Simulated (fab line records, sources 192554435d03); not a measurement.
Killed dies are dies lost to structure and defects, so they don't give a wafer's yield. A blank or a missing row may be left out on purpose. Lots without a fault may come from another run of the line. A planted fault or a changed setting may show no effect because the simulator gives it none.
Tool commonality check | flow n5_finfet | 10 lots, 30 wafers sampled

WHY IT WAS OPENED
At N5_BEOL_M0_SAQP_CD_MEAS_14 the reading cd_nm is flagged on 3 of 10 lots. Wafers without a fault read 42.5 nm, standard deviation 0.39.
Rule: a lot is flagged when every wafer of it that has a number lies more than 4 standard deviations from that mean, or none has a number. The other lots count as sound.

lot  | measured     | on        | cd_nm (nm), wafer by wafer | flag
L710 | day 5 15:44  | cd_sem-02 | 42.7 42.6 42.5             |
L712 | day 6 09:12  | cd_sem-03 | 42.7 42.1 42.9             |
L714 | day 6 18:49  | cd_sem-03 | 42.5 42.0 42.2             |
L718 | day 7 16:02  | cd_sem-02 | 43.1 43.0 42.9             |
L722 | day 9 00:52  | cd_sem-02 | 49.5 49.0 48.9             | FLAGGED
L723 | day 9 01:51  | cd_sem-02 | 49.7 49.0 48.8             | FLAGGED
L724 | day 9 06:59  | cd_sem-03 | 47.7 47.7 47.7             | FLAGGED
L729 | day 10 12:22 | cd_sem-01 | 42.5 42.1 42.2             |
L730 | day 10 15:55 | cd_sem-02 | 41.6 42.2 42.1             |
L732 | day 11 06:59 | cd_sem-02 | 41.4 42.3 42.2             |
The numbers of the flagged lots are 48.7 nm on average: +6.2 nm against the usual, or +16 standard deviations.

WHICH TOOL RAN EACH LOT
The record holds 3 process steps before the reading, out of a route of 1938 steps. In each cell: the tool, then ch and the chambers that the sampled wafers went through, then the start.
lot  | flag    | N5_MOL_CONTACT_COAG_CMP_52    | N5_BEOL_M0_SAQP_PECVD_03        | N5_BEOL_M0_SAQP_PEB_12
L710 |         | cmp-04 ch 0,3, day 5 10:45    | pecvd-02 ch 0,2, day 5 15:10    | litho_track-05 ch 0, day 5 15:40
L712 |         | cmp-04 ch 0,1,3, day 6 03:29  | pecvd-02 ch 0,1, day 6 08:29    | litho_track-01 ch 0, day 6 09:08
L714 |         | cmp-01 ch 0,3, day 6 12:19    | pecvd-03 ch 1,2, day 6 18:13    | litho_track-02 ch 0, day 6 18:44
L718 |         | cmp-04 ch 0,1,3, day 7 10:25  | pecvd-03 ch 0,2, day 7 15:20    | litho_track-01 ch 0, day 7 15:58
L722 | FLAGGED | cmp-02 ch 0,3, day 8 18:10    | pecvd-02 ch 0,2, day 9 00:04    | litho_track-01 ch 0, day 9 00:47
L723 | FLAGGED | cmp-01 ch 0,1,2, day 8 18:21  | pecvd-02 ch 0,1, day 9 01:10    | litho_track-01 ch 0, day 9 01:47
L724 | FLAGGED | cmp-01 ch 0,1,3, day 8 23:22  | pecvd-02 ch 0,2, day 9 06:17    | litho_track-01 ch 0, day 9 06:55
L729 |         | cmp-04 ch 1,2,3, day 10 07:05 | pecvd-01 ch 0,2, day 10 11:42   | litho_track-02 ch 0, day 10 12:17
L730 |         | cmp-04 ch 0,1,3, day 10 09:50 | pecvd-02 ch 0,1, day 10 15:19   | litho_track-02 ch 0, day 10 15:50
L732 |         | cmp-01 ch 0,1,2, day 11 01:14 | pecvd-03 ch 0,1,2, day 11 06:25 | litho_track-02 ch 0, day 11 06:55
What these steps do:
- N5_MOL_CONTACT_COAG_CMP_52: polishes, stops on SiO2, t overpolish 1.5 s, target thk 66.5 nm.
- N5_BEOL_M0_SAQP_PECVD_03: deposits SiCN from 3MS/NH3, target thk 12 nm, time 21.1 s.
- N5_BEOL_M0_SAQP_PEB_12: peb time 60 s.
- N5_BEOL_M0_SAQP_CD_MEAS_14: target cd 42.5 nm.

FLAGGED OVER TOTAL, TOOL BY TOOL (the gauges that took the reading come last)
step                       | tool           | lots run | flagged | share of the flagged lots | sound lots run after its first flagged lot
N5_MOL_CONTACT_COAG_CMP_52 | cmp-01         | 4        | 2       | some                      | 1 (L732)
N5_MOL_CONTACT_COAG_CMP_52 | cmp-02         | 1        | 1       | some                      | 0
N5_MOL_CONTACT_COAG_CMP_52 | cmp-04         | 5        | 0       | none                      | -
N5_BEOL_M0_SAQP_PECVD_03   | pecvd-01       | 1        | 0       | none                      | -
N5_BEOL_M0_SAQP_PECVD_03   | pecvd-02       | 6        | 3       | all                       | 1 (L730)
N5_BEOL_M0_SAQP_PECVD_03   | pecvd-03       | 3        | 0       | none                      | -
N5_BEOL_M0_SAQP_PEB_12     | litho_track-01 | 5        | 3       | all                       | 0
N5_BEOL_M0_SAQP_PEB_12     | litho_track-02 | 4        | 0       | none                      | -
N5_BEOL_M0_SAQP_PEB_12     | litho_track-05 | 1        | 0       | none                      | -
N5_BEOL_M0_SAQP_CD_MEAS_14 | cd_sem-01      | 1        | 0       | none                      | -
N5_BEOL_M0_SAQP_CD_MEAS_14 | cd_sem-02      | 6        | 2       | some                      | 2 (L730,L732)
N5_BEOL_M0_SAQP_CD_MEAS_14 | cd_sem-03      | 3        | 1       | some                      | 0

WHAT THE TABLE ALLOWS
2 rows of the table ran every flagged lot: pecvd-02 at N5_BEOL_M0_SAQP_PECVD_03, litho_track-01 at N5_BEOL_M0_SAQP_PEB_12.
- pecvd-02 at N5_BEOL_M0_SAQP_PECVD_03: 3 of its 6 lots flagged. Sound lots ran on it after the first flagged one (L730), which a lasting fault on the whole tool wouldn't allow.
- litho_track-01 at N5_BEOL_M0_SAQP_PEB_12: 3 of its 5 lots flagged. Its last sound lot is L718 (day 7 15:58), its first flagged lot L722 (day 9 00:47): a fault that began between those two fits.
One tool is left: litho_track-01 at N5_BEOL_M0_SAQP_PEB_12.

WHAT THE SIMULATOR HAD PUT IN
Process parameter drift: litho_track-01, from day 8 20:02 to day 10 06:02, at N5_BEOL_M0_SAQP_PEB_12. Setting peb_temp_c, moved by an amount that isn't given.
Lots struck among those shown: L722, L723, L724. The rule above found the same.
